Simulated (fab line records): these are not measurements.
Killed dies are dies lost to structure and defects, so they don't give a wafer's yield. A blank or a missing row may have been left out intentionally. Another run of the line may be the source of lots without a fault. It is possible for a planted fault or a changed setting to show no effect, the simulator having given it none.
Chamber matching ; flow n5-finfet ; pecvd-04 running N5_BEOL_M7_PECVD_70: 3 sister chambers
The step deposits SiO2 from TEOS/O2, target thk 20 nm, time 22.7 s. 3 wafers are shown with their chamber, then 12 later ones without.

WAFERS PAIRED WITH THEIR CHAMBERS
wafer;chamber;throttle-valve-pct (%)
L090.1;1;23.8
L090.2;2;21.0
L090.6;0;22.3

WAFERS WITHOUT THEIR CHAMBER
wafer;throttle-valve-pct (%)
L091.1;24.0
L091.2;22.0
L091.3;20.9
L095.2;20.9
L095.3;24.0
L095.5;24.0
L094.1;20.7
L094.2;24.0
L094.6;24.1
L096.2;21.0
L096.5;21.0
L096.6;23.6

WHICH CHAMBER EACH WENT THROUGH
wafer;from the rows above;in truth
L091.1;1;1
L091.2;0;0
L091.3;2;2
L095.2;2;2
L095.3;1;1
L095.5;1;1
L094.1;2;2
L094.2;1;1
L094.6;1;1
L096.2;2;2
L096.5;2;2
L096.6;1;1
Correctly placed: 12 of 12. Can't be placed from these rows: 0. 0 placed wrongly.
How it was worked out, from the rows above alone: a wafer's distance from a chamber is the root of the sum, over the readings, of the square of ((its reading less the chamber's mean) divided by the reading's scatter). If the next closest chamber is less than 2 further off than the closest, the wafer can't be placed; otherwise it belongs to the closest. The mean given for a chamber averages the wafers shown for that chamber. The scatter: with one shown wafer a chamber, the root of the mean of the squares of how far each hidden wafer lies from its nearest shown one.
